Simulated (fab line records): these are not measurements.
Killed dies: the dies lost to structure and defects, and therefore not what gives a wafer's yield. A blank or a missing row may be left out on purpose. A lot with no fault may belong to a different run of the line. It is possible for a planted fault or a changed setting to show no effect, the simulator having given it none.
Chamber matching / flow nandHarc / NHARC_P_BONDPAD_ETCH_37 on rieDiel-10 has 4 sister chambers
The step etches the open film in N2/H2, target depth 60 nm, overetch 18 nm, time 65.91 s. 4 wafers are shown with their chamber, then 7 later ones without.

WAFERS WITH THEIR CHAMBER
wafer=L793.2; chamber=2; showerheadPlenumPTorr (Torr)=1.93
wafer=L794.5; chamber=0; showerheadPlenumPTorr (Torr)=2.13
wafer=L795.2; chamber=1; showerheadPlenumPTorr (Torr)=2.00
wafer=L795.5; chamber=3; showerheadPlenumPTorr (Torr)=1.91

WAFERS MISSING THEIR CHAMBER
wafer=L795.6; showerheadPlenumPTorr (Torr)=1.93
wafer=L796.1; showerheadPlenumPTorr (Torr)=1.93
wafer=L796.4; showerheadPlenumPTorr (Torr)=2.13
wafer=L796.6; showerheadPlenumPTorr (Torr)=1.93
wafer=L807.1; showerheadPlenumPTorr (Torr)=2.13
wafer=L807.4; showerheadPlenumPTorr (Torr)=2.13
wafer=L807.5; showerheadPlenumPTorr (Torr)=1.90

WHICH CHAMBER EACH ONE RAN IN
wafer=L795.6; from the rows above=2; in truth=2
wafer=L796.1; from the rows above=2; in truth=2
wafer=L796.4; from the rows above=0; in truth=0
wafer=L796.6; from the rows above=2; in truth=2
wafer=L807.1; from the rows above=0; in truth=0
wafer=L807.4; from the rows above=0; in truth=0
wafer=L807.5; from the rows above=3; in truth=3
Correct placement for 7 of the 7. Not placeable from these rows: 0. Placed wrongly: 0.
How it was worked out, from the rows above alone: a wafer's distance from a chamber is the root of the sum, over the readings, of the square of ((its reading less the chamber's mean) divided by the reading's scatter). The wafer belongs to the nearest chamber; if the next one is less than 2 further off, it can't be placed. The mean given for a chamber averages the wafers shown for that chamber. The scatter: with one shown wafer a chamber, the root of the mean of the squares of how far each hidden wafer lies from its nearest shown one.
